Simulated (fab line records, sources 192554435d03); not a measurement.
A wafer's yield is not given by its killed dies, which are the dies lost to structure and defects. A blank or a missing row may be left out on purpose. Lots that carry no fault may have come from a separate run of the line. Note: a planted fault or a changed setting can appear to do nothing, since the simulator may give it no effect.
fab line records -- flow n5Finfet -- part 1 of 2: steps 1 to 3 of 6
record lots=22, wafers=66, lastDay=17
route steps=1938 shown BEOL_M6@1210 BEOL_M7@1265
lots with no fault: from the same line, run without faults
startH: hours from the record's first day to the start of the lot's first wafer shown -- waitH: hours elapsed since this lot's preceding step -- " same as the row above -- L1.1+2: several wafers, shown together as one row -- - value missing, or start not given -- * or withheld: withheld -- < > ~ a bound
route shown NAME@n: a module of which the file shows steps, and the number in the route of the first -- usual: mean/standard deviation of fault-free wafers -- same: alike in all rows -- chamber/n: place in a boat -- sites: each site's reading -- _std_site: standard deviation across them -- _edge_site: mean of outer sites minus mean of inner sites -- radiusMm: how far each site lies from the wafer's centre -- mask NAME#n: copy n -- behind: the most recent tool/chamber to have shaped the wafer -- hold: reason for holding the lot/hours on hold/outcome of the hold -- device: whichever transistor did not switch (one of n, p or np) -- end of line: the tests these same wafers got at the end of their route -- a step with no rows: only its recipe -- killed: at the first sort, the dies lost to defects and structure; wafer yield is something else -- map: dies across one wafer; x = killed, . = not, _ = none there
set.NAME: the setting that was run; set.NAME@STEP: the one run at that earlier step -- model.NAME: the simulator's own value behind a step, which no gauge read
the route's steps for a sample of lots (tables are steps, rows are wafers)
services: when a tool's chamber went out of use (startH, in hours from the record's first day, below 0 if earlier), for how many hours, and the reason
## steps
# step N5_BEOL_M6_DESCUM_16
# recipe chemistry=O2, timeS=7.9, sourcePowerW=50, biasPowerW=20, pressureMtorr=20, rfFrequencyHz=2.712e+07, tempC=40, resist=CAR-ArF, o2FlowSccm=225
# usual drypumpMotorCurrentA=5.5/0.42, oesProductAu=0.80/0.08, rfVppV=243.2/1.1, showerheadPlenumPTorr=2.09/0.063, throttleValvePct=20.58/0.25
lot.wafer,tool,chamber,startH,waitH,drypumpMotorCurrentA,oesProductAu,rfHoursCounterH,rfVppV,showerheadPlenumPTorr,throttleValvePct
L075.1,rieDiel-01,3,192.10,0.0,6.2,0.81,101,245.7,2.21,20.89
L075.2,rieDiel-01,1,192.10,0.0,6.1,0.77,121,242.6,2.02,20.68
L075.4,rieDiel-01,2,192.10,0.0,5.6,0.91,31,244.9,2.23,20.05
L076.4,rieDiel-02,0,194.40,0.3,5.6,0.75,179,241.9,2.09,20.80
L076.5,rieDiel-02,0,194.40,0.3,5.6,0.74,-,242.5,2.09,20.79
L076.6,rieDiel-02,3,194.40,0.3,4.9,0.73,-,241.7,2.10,20.48
L077.1,rieDiel-02,1,202.21,0.0,5.4,0.89,23,242.2,2.04,20.15
L077.2,rieDiel-02,3,202.21,0.0,4.9,0.73,168,244.9,2.10,20.50
L077.6,rieDiel-02,0,202.21,0.0,5.6,0.74,-,243.4,2.09,20.80
L078.1,rieDiel-02,2,204.80,0.0,5.0,0.72,188,240.9,1.99,20.79
L078.4,rieDiel-02,3,204.80,0.0,4.9,0.73,169,244.1,2.10,20.52
L078.6,rieDiel-02,1,204.80,0.0,5.4,0.90,-,242.8,2.04,20.18
L079.4,rieDiel-01,1,211.75,0.5,6.1,0.76,128,241.9,2.01,20.70
L079.5,rieDiel-01,3,211.75,0.5,6.2,0.80,-,245.0,2.20,20.89
L079.6,rieDiel-01,2,211.75,0.5,5.6,0.88,-,246.0,2.23,20.05
L080.1,rieDiel-04,0,219.63,0.0,5.5,0.89,47,242.4,2.13,20.54
L080.3,rieDiel-04,1,219.63,0.0,4.7,0.67,245,241.8,2.05,20.64
L080.4,rieDiel-04,3,219.63,0.0,5.4,0.79,102,242.1,2.12,20.63
L082.2,rieDiel-01,3,227.84,0.0,6.2,0.80,115,244.1,2.20,20.89
L082.3,rieDiel-01,1,227.84,0.0,6.1,0.74,134,244.4,2.01,20.72
L082.6,rieDiel-01,2,227.84,0.0,5.6,0.88,-,244.3,2.22,20.08
L081.2,rieDiel-04,0,229.28,0.0,5.5,0.88,51,242.5,2.12,20.54
L081.4,rieDiel-04,3,229.28,0.0,5.4,0.80,105,243.8,2.12,20.61
L081.6,rieDiel-04,2,229.28,0.0,5.7,0.90,-,243.2,2.14,20.72
L083.1,rieDiel-02,0,230.35,0.0,5.6,0.74,192,243.2,2.09,20.82
L083.2,rieDiel-02,3,230.35,0.0,4.9,0.73,177,242.0,2.09,20.53
L083.6,rieDiel-02,1,230.35,0.0,5.3,0.89,-,242.2,2.04,20.17
L084.1,rieDiel-04,3,232.35,0.0,5.4,0.80,106,243.1,2.12,20.61
L084.2,rieDiel-04,2,232.35,0.0,5.7,0.91,38,243.6,2.14,20.72
L084.4,rieDiel-04,3,232.35,0.0,5.4,0.80,-,243.7,2.12,20.63
L086.1,rieDiel-02,3,255.97,0.0,4.9,0.72,186,242.8,2.09,20.54
L086.3,rieDiel-02,1,255.97,0.0,5.3,0.87,40,242.4,2.04,20.19
L086.4,rieDiel-02,2,255.97,0.0,5.0,0.70,204,241.4,1.99,20.82
L088.1,rieDiel-02,2,258.87,0.0,5.0,0.69,205,242.6,1.99,20.82
L088.2,rieDiel-02,1,258.87,0.0,5.4,0.86,41,243.2,2.04,20.21
L088.3,rieDiel-02,3,258.87,0.0,4.9,0.72,188,241.9,2.09,20.54
L087.3,rieDiel-02,0,259.20,0.0,5.6,0.73,202,241.7,2.08,20.84
L087.5,rieDiel-02,0,259.20,0.0,5.6,0.74,-,241.8,2.08,20.86
L087.6,rieDiel-02,3,259.20,0.0,4.9,0.72,-,243.3,2.09,20.55
L089.1,rieDiel-04,0,278.66,0.0,5.5,0.85,72,243.2,2.12,20.57
L089.4,rieDiel-04,1,278.66,0.0,4.8,0.95,8,244.1,2.05,20.28
L089.6,rieDiel-04,1,278.66,0.0,4.8,0.94,-,243.5,2.05,20.26
L090.1,rieDiel-01,3,288.02,0.0,6.2,0.78,136,244.4,2.20,20.94
L090.2,rieDiel-01,0,288.02,0.0,5.9,0.89,52,243.5,2.13,20.29
L090.5,rieDiel-01,1,288.02,0.0,6.1,0.74,-,241.6,2.00,20.74
L091.3,rieDiel-02,3,288.12,0.0,4.9,0.70,197,243.9,2.09,20.55
L091.4,rieDiel-02,2,288.12,0.0,5.0,0.69,215,241.5,1.98,20.84
L091.6,rieDiel-02,0,288.12,0.0,5.6,0.71,-,242.7,2.08,20.86
L092.1,rieDiel-01,3,291.58,0.5,6.2,0.78,137,243.6,2.20,20.92
L092.3,rieDiel-01,0,291.58,0.5,5.9,0.90,53,244.1,2.13,20.28
L092.6,rieDiel-01,3,291.58,0.5,6.3,0.77,-,245.3,2.20,20.92
L093.1,rieDiel-02,0,291.83,0.6,5.6,0.72,212,241.8,2.08,20.85
L093.4,rieDiel-02,1,291.83,0.6,5.4,0.84,52,243.1,2.03,20.21
L093.6,rieDiel-02,2,291.83,0.6,5.0,0.68,-,242.9,1.98,20.84
L094.1,rieDiel-04,2,302.65,0.0,5.6,0.85,65,244.1,2.13,20.77
L094.2,rieDiel-04,3,302.65,0.0,5.4,0.76,134,242.7,2.11,20.65
L094.3,rieDiel-04,0,302.65,0.0,5.5,0.85,80,243.8,2.11,20.60
L095.2,rieDiel-04,0,305.90,0.0,5.5,0.84,81,243.7,2.11,20.58
L095.3,rieDiel-04,1,305.90,0.0,4.7,0.92,17,242.4,2.04,20.27
L095.6,rieDiel-04,2,305.90,0.0,5.6,0.85,-,245.3,2.13,20.76
L097.3,rieDiel-01,2,317.04,0.0,5.6,0.83,76,245.4,2.21,20.12
L097.4,rieDiel-01,3,317.04,0.0,6.2,0.76,-,243.2,2.19,20.96
L097.6,rieDiel-01,2,317.04,0.0,5.6,0.83,-,244.2,2.21,20.12
L096.1,rieDiel-04,0,320.38,0.0,5.5,0.83,86,244.0,2.11,20.60
L096.3,rieDiel-04,2,320.38,0.0,5.7,0.84,70,241.7,2.13,20.76
L096.5,rieDiel-04,0,320.38,0.0,5.5,0.84,-,243.1,2.11,20.62
# step N5_BEOL_M6_ETCH_72
# recipe chemistry=N2/H2, target=underlayer, targetDepthA=65, maskMaterial=CAR-EUV, timeS=5.2, ionEnergyEv=200, pressureMtorr=30, sourceW=840, biasW=150, n2FlowSccm=200, h2FlowSccm=200, ends=cleared
# usual drypumpMotorCurrentA=5.5/0.44, etchRfOnTimeS=5.14/0.083, oesProductAu=0.69/0.068, rfVppV=524.2/2.7, showerheadPlenumPTorr=2.55/0.083, throttleValvePct=17.9/0.3
lot.wafer,tool,chamber,startH,waitH,drypumpMotorCurrentA,etchRfOnTimeS,oesProductAu,rfHoursCounterH,rfVppV,showerheadPlenumPTorr,throttleValvePct
L075.1,rieDiel-01,1,193.51,0.0,6.1,5.13,0.67,122,524.3,2.45,18.1
L075.2,rieDiel-01,2,193.51,0.0,5.6,5.15,0.77,31,528.1,2.70,17.3
L075.4,rieDiel-01,3,193.51,0.0,6.2,5.07,0.70,102,528.3,2.67,18.3
L076.4,rieDiel-04,2,195.82,0.0,5.6,5.24,0.77,25,523.8,2.60,18.2
L076.5,rieDiel-04,3,195.82,0.0,5.4,5.13,0.69,-,524.2,2.57,18.0
L076.6,rieDiel-04,2,195.82,0.0,5.6,5.13,0.76,-,528.9,2.60,18.2
L077.1,rieDiel-02,1,203.87,0.0,5.4,5.23,0.76,23,523.4,2.48,17.5
L077.2,rieDiel-02,3,203.87,0.0,4.9,5.23,0.63,169,522.8,2.54,18.0
L077.6,rieDiel-02,1,203.87,0.0,5.3,5.19,0.78,-,525.9,2.48,17.5
L078.1,rieDiel-02,0,207.03,0.0,5.6,5.29,0.64,184,523.2,2.52,18.0
L078.4,rieDiel-02,2,207.03,0.0,5.0,5.21,0.61,188,519.8,2.42,18.2
L078.6,rieDiel-02,0,207.03,0.0,5.6,5.25,0.64,-,523.2,2.52,18.0
L079.4,rieDiel-01,0,213.08,0.0,5.9,5.06,0.80,22,525.1,2.60,17.6
L079.5,rieDiel-01,0,213.08,0.0,6.0,5.06,0.81,-,526.0,2.60,17.6
L079.6,rieDiel-01,1,213.08,0.0,6.1,5.15,0.64,-,524.0,2.44,18.1
L080.1,rieDiel-01,0,220.55,0.0,5.9,5.01,0.81,24,523.8,2.60,17.6
L080.3,rieDiel-01,3,220.55,0.0,6.3,5.06,0.68,112,527.5,2.67,18.3
L080.4,rieDiel-01,2,220.55,0.0,5.6,5.14,0.75,42,527.9,2.69,17.4
L082.2,rieDiel-01,3,229.39,0.0,6.2,5.06,0.69,116,526.9,2.67,18.3
L082.3,rieDiel-01,1,229.39,0.0,6.1,5.19,0.65,135,520.0,2.44,18.1
L082.6,rieDiel-01,3,229.39,0.0,6.2,5.04,0.69,-,528.1,2.67,18.3
L081.2,rieDiel-02,2,231.14,0.0,5.1,5.16,0.60,196,520.0,2.42,18.2
L081.4,rieDiel-02,1,231.14,0.0,5.4,5.16,0.75,33,520.5,2.48,17.5
L081.6,rieDiel-02,2,231.14,0.0,5.0,5.18,0.61,-,518.6,2.42,18.2
L083.1,rieDiel-01,0,231.28,0.0,5.9,5.06,0.80,28,526.3,2.60,17.6
L083.2,rieDiel-01,3,231.28,0.0,6.2,5.07,0.69,116,526.7,2.67,18.3
L083.6,rieDiel-01,3,231.28,0.0,6.2,5.01,0.69,-,527.4,2.67,18.3
L084.1,rieDiel-04,2,234.15,0.0,5.7,5.20,0.75,38,526.1,2.60,18.2
L084.2,rieDiel-04,0,234.15,0.0,5.5,5.04,0.76,53,522.4,2.58,18.0
L084.4,rieDiel-04,0,234.15,0.0,5.5,5.07,0.76,-,526.2,2.58,18.0
L086.1,rieDiel-01,3,257.93,0.0,6.2,5.04,0.67,126,525.5,2.66,18.3
L086.3,rieDiel-01,0,257.93,0.0,5.9,5.09,0.78,39,527.4,2.59,17.6
L086.4,rieDiel-01,2,257.93,0.0,5.6,5.14,0.74,56,530.4,2.69,17.4
L088.1,rieDiel-02,2,259.92,0.0,5.0,5.20,0.59,206,521.5,2.42,18.2
L088.2,rieDiel-02,0,259.92,0.0,5.6,5.26,0.61,202,521.7,2.51,18.1
L088.3,rieDiel-02,3,259.92,0.0,4.9,5.21,0.61,188,526.0,2.53,18.0
L087.3,rieDiel-02,1,260.57,0.0,5.4,5.14,0.73,42,520.5,2.47,17.5
L087.5,rieDiel-02,3,260.57,0.0,5.0,5.18,0.62,-,523.8,2.53,18.0
L087.6,rieDiel-02,2,260.57,0.0,5.0,5.21,0.60,-,518.4,2.42,18.2
L089.1,rieDiel-04,1,280.49,0.0,4.7,5.05,0.80,9,522.1,2.48,17.6
L089.4,rieDiel-04,2,280.49,0.0,5.6,5.21,0.72,57,525.6,2.59,18.3
L089.6,rieDiel-04,2,280.49,0.0,5.6,5.23,0.73,-,525.8,2.59,18.2
L090.1,rieDiel-02,1,289.98,0.0,5.4,5.24,0.72,51,522.2,2.47,17.5
L090.2,rieDiel-02,0,289.98,0.0,5.6,5.27,0.62,211,524.2,2.50,18.1
L090.5,rieDiel-02,0,289.98,0.0,5.7,5.32,0.61,-,523.2,2.50,18.1
L091.3,rieDiel-04,2,290.03,0.0,5.6,5.18,0.72,60,525.8,2.59,18.3
L091.4,rieDiel-04,0,290.03,0.0,5.5,5.02,0.73,76,525.1,2.57,18.0
L091.6,rieDiel-04,1,290.03,0.0,4.8,5.06,0.80,-,521.8,2.48,17.5
L092.1,rieDiel-01,3,293.11,0.0,6.2,4.98,0.66,138,526.1,2.66,18.4
L092.3,rieDiel-01,0,293.11,0.0,6.0,5.04,0.76,54,526.6,2.58,17.7
L092.6,rieDiel-01,0,293.11,0.0,5.9,5.06,0.77,-,525.5,2.58,17.7
L093.1,rieDiel-02,1,293.63,0.0,5.3,5.19,0.73,53,520.4,2.47,17.5
L093.4,rieDiel-02,3,293.63,0.0,4.9,5.18,0.59,199,522.7,2.52,18.0
L093.6,rieDiel-02,0,293.63,0.0,5.6,5.30,0.61,-,524.5,2.50,18.1
L094.1,rieDiel-04,3,304.69,0.0,5.4,5.06,0.67,135,525.6,2.55,18.0
L094.2,rieDiel-04,1,304.69,0.0,4.8,5.08,0.78,16,522.1,2.48,17.6
L094.3,rieDiel-04,2,304.69,0.0,5.7,5.11,0.72,65,527.0,2.59,18.3
L095.2,rieDiel-04,2,306.84,0.0,5.6,5.22,0.72,66,526.0,2.59,18.3
L095.3,rieDiel-04,1,306.84,0.0,4.8,5.11,0.78,17,521.2,2.48,17.6
L095.6,rieDiel-04,1,306.84,0.0,4.8,5.07,0.78,-,522.4,2.48,17.6
L097.3,rieDiel-02,0,319.98,0.0,5.6,5.34,0.61,223,522.5,2.50,18.1
L097.4,rieDiel-02,3,319.98,0.0,4.9,5.14,0.60,209,524.7,2.52,18.1
L097.6,rieDiel-02,3,319.98,0.0,4.9,5.18,0.60,-,522.9,2.52,18.1
L096.1,rieDiel-01,3,323.33,0.0,6.2,5.03,0.67,152,526.3,2.65,18.4
L096.3,rieDiel-01,1,323.33,0.0,6.1,5.04,0.62,175,518.8,2.42,18.2
L096.5,rieDiel-01,3,323.33,0.0,6.2,5.00,0.67,-,524.3,2.65,18.4
# step N5_BEOL_M6_STRIP_36
# recipe chemistry=N2/H2, powerW=450, tempC=40, pressureMtorr=20, rfFrequencyHz=6e+07, overashFraction=0.3, biasPowerW=7, h2Frac=0.5, n2FlowSccm=200, h2FlowSccm=200
# usual drypumpMotorCurrentA=5.5/0.44, oesProductAu=0.81/0.081, rfVppV=59.1/1.5, showerheadPlenumPTorr=2.54/0.083, throttleValvePct=23.7/0.38
lot.wafer,tool,chamber,startH,waitH,drypumpMotorCurrentA,oesProductAu,rfHoursCounterH,rfVppV,showerheadPlenumPTorr,throttleValvePct
L075.1,rieDiel-01,1,193.70,0.0,6.1,0.77,122,61.6,2.44,23.8
L075.2,rieDiel-01,2,193.70,0.0,5.5,0.90,31,55.6,2.69,23.0
L075.4,rieDiel-01,3,193.70,0.0,6.2,0.80,102,61.0,2.67,24.2
L076.4,rieDiel-04,2,196.02,0.0,5.7,0.93,25,57.2,2.60,24.2
L076.5,rieDiel-04,3,196.02,0.0,5.4,0.80,-,59.7,2.56,23.8
L076.6,rieDiel-04,2,196.02,0.0,5.7,0.91,-,61.4,2.60,24.3
L077.1,rieDiel-02,1,204.07,0.0,5.3,0.90,23,62.6,2.48,23.1
L077.2,rieDiel-02,3,204.07,0.0,4.9,0.73,169,61.4,2.53,23.8
L077.6,rieDiel-02,1,204.07,0.0,5.4,0.90,-,58.5,2.48,23.1
L078.1,rieDiel-02,0,207.23,0.0,5.6,0.75,184,61.2,2.51,23.7
L078.4,rieDiel-02,2,207.23,0.0,5.0,0.72,188,60.6,2.42,24.0
L078.6,rieDiel-02,0,207.23,0.0,5.7,0.74,-,57.9,2.51,23.7
L079.4,rieDiel-01,0,213.28,0.0,6.0,0.93,22,57.1,2.59,23.4
L079.5,rieDiel-01,0,213.28,0.0,5.9,0.92,-,58.1,2.59,23.4
L079.6,rieDiel-01,1,213.28,0.0,6.1,0.75,-,58.8,2.44,23.9
L080.1,rieDiel-01,0,220.75,0.0,5.9,0.94,24,59.7,2.59,23.4
L080.3,rieDiel-01,3,220.75,0.0,6.2,0.80,112,59.5,2.66,24.2
L080.4,rieDiel-01,2,220.75,0.0,5.6,0.89,42,59.0,2.69,23.1
L082.2,rieDiel-01,3,229.59,0.0,6.2,0.79,116,60.1,2.66,24.2
L082.3,rieDiel-01,1,229.59,0.0,6.0,0.76,135,55.5,2.44,23.9
L082.6,rieDiel-01,3,229.59,0.0,6.2,0.79,-,57.3,2.66,24.2
L081.2,rieDiel-02,2,231.34,0.0,5.0,0.70,197,59.2,2.42,24.0
L081.4,rieDiel-02,1,231.34,0.0,5.4,0.87,33,58.7,2.47,23.1
L081.6,rieDiel-02,2,231.34,0.0,5.0,0.71,-,56.3,2.42,24.0
L083.1,rieDiel-01,0,231.47,0.0,5.9,0.92,28,57.3,2.59,23.3
L083.2,rieDiel-01,3,231.47,0.0,6.2,0.80,117,57.1,2.66,24.3
L083.6,rieDiel-01,3,231.47,0.0,6.3,0.79,-,60.1,2.66,24.2
L084.1,rieDiel-04,2,234.35,0.0,5.7,0.90,39,56.2,2.59,24.3
L084.2,rieDiel-04,0,234.35,0.0,5.5,0.88,53,58.9,2.58,23.8
L084.4,rieDiel-04,0,234.35,0.0,5.5,0.89,-,59.7,2.58,23.8
L086.1,rieDiel-01,3,258.13,0.0,6.2,0.79,126,60.6,2.66,24.3
L086.3,rieDiel-01,0,258.13,0.0,5.9,0.92,39,57.0,2.59,23.3
L086.4,rieDiel-01,2,258.13,0.0,5.6,0.88,56,61.1,2.68,23.1
L088.1,rieDiel-02,2,260.12,0.0,5.0,0.69,206,60.1,2.41,24.0
L088.2,rieDiel-02,0,260.12,0.0,5.6,0.74,203,56.4,2.50,23.7
L088.3,rieDiel-02,3,260.12,0.0,4.9,0.71,188,59.5,2.52,23.8
L087.3,rieDiel-02,1,260.77,0.0,5.4,0.87,42,58.3,2.47,23.2
L087.5,rieDiel-02,3,260.77,0.0,4.9,0.72,-,57.9,2.52,23.8
L087.6,rieDiel-02,2,260.77,0.0,5.0,0.69,-,58.9,2.41,24.0
L089.1,rieDiel-04,1,280.69,0.0,4.7,0.93,9,60.6,2.48,23.2
L089.4,rieDiel-04,2,280.69,0.0,5.6,0.85,57,61.1,2.59,24.3
L089.6,rieDiel-04,2,280.69,0.0,5.6,0.86,-,58.3,2.59,24.3
L090.1,rieDiel-02,1,290.18,0.0,5.4,0.85,51,57.9,2.47,23.2
L090.2,rieDiel-02,0,290.18,0.0,5.6,0.73,211,59.1,2.50,23.7
L090.5,rieDiel-02,0,290.18,0.0,5.6,0.72,-,58.2,2.50,23.7
L091.3,rieDiel-04,2,290.23,0.0,5.7,0.87,60,57.8,2.59,24.3
L091.4,rieDiel-04,0,290.23,0.0,5.5,0.85,76,60.7,2.57,23.8
L091.6,rieDiel-04,1,290.23,0.0,4.7,0.94,-,58.7,2.48,23.3
L092.1,rieDiel-01,3,293.31,0.0,6.2,0.78,138,59.0,2.65,24.3
L092.3,rieDiel-01,0,293.31,0.0,5.9,0.89,55,60.3,2.58,23.4
L092.6,rieDiel-01,0,293.31,0.0,5.9,0.88,-,59.8,2.58,23.4
L093.1,rieDiel-02,1,293.83,0.0,5.3,0.86,53,59.6,2.47,23.2
L093.4,rieDiel-02,3,293.83,0.0,4.9,0.71,199,60.1,2.52,23.8
L093.6,rieDiel-02,0,293.83,0.0,5.6,0.72,-,58.9,2.50,23.7
L094.1,rieDiel-04,3,304.88,0.0,5.4,0.76,135,59.9,2.55,23.8
L094.2,rieDiel-04,1,304.88,0.0,4.7,0.91,17,60.5,2.48,23.2
L094.3,rieDiel-04,2,304.88,0.0,5.6,0.85,66,57.5,2.58,24.3
L095.2,rieDiel-04,2,307.04,0.0,5.6,0.84,66,61.0,2.58,24.3
L095.3,rieDiel-04,1,307.04,0.0,4.8,0.93,17,61.3,2.48,23.3
L095.6,rieDiel-04,1,307.04,0.0,4.7,0.91,-,58.2,2.48,23.3
L097.3,rieDiel-02,0,320.18,0.0,5.6,0.72,223,60.6,2.50,23.7
L097.4,rieDiel-02,3,320.18,0.0,5.0,0.70,209,60.1,2.52,23.9
L097.6,rieDiel-02,3,320.18,0.0,4.9,0.70,-,60.0,2.52,23.8
L096.1,rieDiel-01,3,323.53,0.0,6.2,0.77,152,60.3,2.65,24.3
L096.3,rieDiel-01,1,323.53,0.0,6.1,0.72,175,59.3,2.42,23.9
L096.5,rieDiel-01,3,323.53,0.0,6.2,0.76,-,62.5,2.65,24.3
